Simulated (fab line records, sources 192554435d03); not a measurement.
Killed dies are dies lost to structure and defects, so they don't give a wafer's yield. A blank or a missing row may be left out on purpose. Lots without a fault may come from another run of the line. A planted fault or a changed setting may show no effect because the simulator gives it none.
Which tool did it? | flow n5_finfet | 12 lots, 36 wafers sampled, at 1 step of a route of 1938

WHAT THE GAUGES READ, wafer by wafer
N5_BEOL_M0_CUTY_OVL_MEAS_58.
lot  | measured     | on         | M0_ABLK_OVL (nm)
L075 | day 5 22:12  | overlay-02 | -1.2 -1.4 -0.4
L077 | day 6 08:26  | overlay-02 | -0.9 0.1 -0.7
L079 | day 6 23:34  | overlay-02 | -1.4 -1.9 -1.2
L081 | day 7 12:00  | overlay-02 | 0.0 0.3 -1.0
L083 | day 7 18:29  | overlay-02 | -0.3 -0.5 -0.3
L085 | day 8 11:51  | overlay-01 | -0.9 -0.3 -1.1
L087 | day 8 21:43  | overlay-01 | -0.7 -1.1 -1.4
L090 | day 9 09:49  | overlay-01 | -1.5 -0.5 -0.2
L089 | day 10 00:12 | overlay-01 | -0.6 0.0 0.7
L093 | day 10 12:59 | overlay-01 | -1.9 -0.8 -0.6
L095 | day 10 20:23 | overlay-01 | 0.0 -0.1 -0.6
L097 | day 11 12:49 | overlay-02 | -0.6 0.0 -0.6

WHICH TOOL RAN EACH LOT (tool, then ch and the chambers of the sampled wafers, then the start)
The record holds no process step before these readings.

THE ANSWER, worked out from the rows above alone
Rule: what is usual is taken from the lots themselves. Put in order of their means at a reading, lots are off if they are a third of the lots or fewer, leave a main group of 4 or more, and stand apart from it by a gap of 3 or more times the standard deviation of the main group's means; of several such gaps the widest counts. A main group whose means are all the same, to the digits that the tables above print for the reading, isn't used. A lot without any number at a reading at which 4 lots or more have one is off too. The other lots that the step has rows for count as sound.
No lot is off at any reading shown: from this, nothing can be told.

WHAT THE SIMULATOR HAD PUT IN
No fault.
